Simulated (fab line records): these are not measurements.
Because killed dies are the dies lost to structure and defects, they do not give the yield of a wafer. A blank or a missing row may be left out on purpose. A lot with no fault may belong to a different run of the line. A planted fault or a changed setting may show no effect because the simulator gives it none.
Which of the tools did it? | flow n5 finfet | 24 lots, 72 wafers sampled, at 2 steps of a route of 1938

## WHAT THE GAUGES SHOWED, per wafer
N5_FIN_SAQP_INSPECT_18: inspects for defects (brightfield).
lot  | measured    | on                | raw defect count
L074 | day 1 21:18 | defect inspect-02 | 287 555 430
L075 | day 2 09:24 | defect inspect-02 | 378 375 618
L076 | day 2 09:58 | defect inspect-02 | 401 360 386
L077 | day 2 17:34 | defect inspect-02 | 418 340 511
L078 | day 2 22:32 | defect inspect-02 | 471 402 410
L079 | day 3 03:32 | defect inspect-02 | 441 406 362
L080 | day 3 10:08 | defect inspect-01 | 583 432 433
L081 | day 3 15:44 | defect inspect-01 | 402 432 524
L082 | day 3 21:23 | defect inspect-01 | 296 296 345
L083 | day 4 03:49 | defect inspect-01 | 605 515 679
L084 | day 4 09:50 | defect inspect-01 | 311 312 357
L085 | day 4 15:28 | defect inspect-02 | 387 364 395
L086 | day 4 23:39 | defect inspect-02 | 290 371 309
L087 | day 5 04:40 | defect inspect-01 | 258 334 235
L088 | day 5 11:29 | defect inspect-02 | 673 419 449
L089 | day 5 17:11 | defect inspect-02 | 506 502 396
L090 | day 5 21:35 | defect inspect-01 | 415 390 465
L091 | day 6 03:29 | defect inspect-01 | 367 337 365
L092 | day 6 11:13 | defect inspect-02 | 314 312 313
L093 | day 6 16:02 | defect inspect-01 | 334 349 348
L094 | day 6 22:19 | defect inspect-01 | 419 559 594
L095 | day 7 03:37 | defect inspect-01 | 437 474 514
L096 | day 7 09:49 | defect inspect-02 | 345 413 353
L097 | day 7 18:40 | defect inspect-02 | 447 479 336

## WHICH TOOL RAN EACH LOT (tool, then ch and the chambers of the sampled wafers, then the start)
lot  | N5_PMOS_HMC_CHANNEL_EPI_EPI_26
L074 | epi rpcvd-02 ch 0, day 1 19:33
L075 | epi rpcvd-04 ch 0, day 2 07:42
L076 | epi rpcvd-03 ch 0, day 2 08:10
L077 | epi rpcvd-03 ch 0, day 2 14:22
L078 | epi rpcvd-03 ch 0, day 2 19:34
L079 | epi rpcvd-04 ch 0, day 3 01:53
L080 | epi rpcvd-02 ch 0, day 3 07:31
L081 | epi rpcvd-04 ch 0, day 3 14:03
L082 | epi rpcvd-04 ch 0, day 3 19:25
L083 | epi rpcvd-02 ch 0, day 4 02:02
L084 | epi rpcvd-02 ch 0, day 4 08:00
L085 | epi rpcvd-03 ch 0, day 4 13:46
L086 | epi rpcvd-02 ch 0, day 4 21:28
L087 | epi rpcvd-02 ch 0, day 5 02:38
L088 | epi rpcvd-04 ch 0, day 5 09:49
L089 | epi rpcvd-03 ch 0, day 5 15:35
L090 | epi rpcvd-02 ch 0, day 5 19:50
L091 | epi rpcvd-02 ch 0, day 6 01:37
L092 | epi rpcvd-02 ch 0, day 6 09:28
L093 | epi rpcvd-02 ch 0, day 6 13:54
L094 | epi rpcvd-04 ch 0, day 6 20:17
L095 | epi rpcvd-03 ch 0, day 7 01:57
L096 | epi rpcvd-02 ch 0, day 7 07:59
L097 | epi rpcvd-02 ch 0, day 7 16:58
- N5_PMOS_HMC_CHANNEL_EPI_EPI_26: deposits Si from SiH4/H2, target thk 3.8 nm, time 22.7 s.

## AS READ BY THE TOOLS THEMSELVES (means over the sampled wafers that have a number; for cases with no such wafer, the mark the record gives instead)
N5_PMOS_HMC_CHANNEL_EPI_EPI_26.
lot  | tool         | throttle valve pct (%)
L074 | epi rpcvd-02 | 10.8
L075 | epi rpcvd-04 | 11.6
L076 | epi rpcvd-03 | 11.1
L077 | epi rpcvd-03 | 11.3
L078 | epi rpcvd-03 | 11.1
L079 | epi rpcvd-04 | 11.5
L080 | epi rpcvd-02 | 10.7
L081 | epi rpcvd-04 | 11.7
L082 | epi rpcvd-04 | 11.5
L083 | epi rpcvd-02 | 10.8
L084 | epi rpcvd-02 | 10.8
L085 | epi rpcvd-03 | 11.4
L086 | epi rpcvd-02 | 10.7
L087 | epi rpcvd-02 | 10.6
L088 | epi rpcvd-04 | 11.5
L089 | epi rpcvd-03 | 11.3
L090 | epi rpcvd-02 | 10.7
L091 | epi rpcvd-02 | 10.8
L092 | epi rpcvd-02 | 10.5
L093 | epi rpcvd-02 | 10.7
L094 | epi rpcvd-04 | 11.5
L095 | epi rpcvd-03 | 11.3
L096 | epi rpcvd-02 | 10.7
L097 | epi rpcvd-02 | 10.8

## THE ANSWER, worked out from the rows above alone
Rule: usual is defined by the lots themselves. Put in order of their means at a reading, lots are off if they are a third of the lots or fewer, leave a main group of 4 or more, and stand apart from it by a gap of 3 or more times the standard deviation of the main group's means; of several such gaps the widest counts. A main group whose means are all the same, to the digits that the tables above print for the reading, isn't used. Also off: a lot with no number at a reading for which 4 or more lots have one. Any other lot the step has rows for is counted as sound. After the gauges, taken in route order, come the tools' own readings; for these a lot's mean is taken, as printed above. The first step at which some lot is off is used, and at that step the reading that is off furthest; a lot without a number counts as furthest.
Nothing can be told from this: no lot is off at any reading shown.

## WHAT WAS PUT IN BY THE SIMULATOR
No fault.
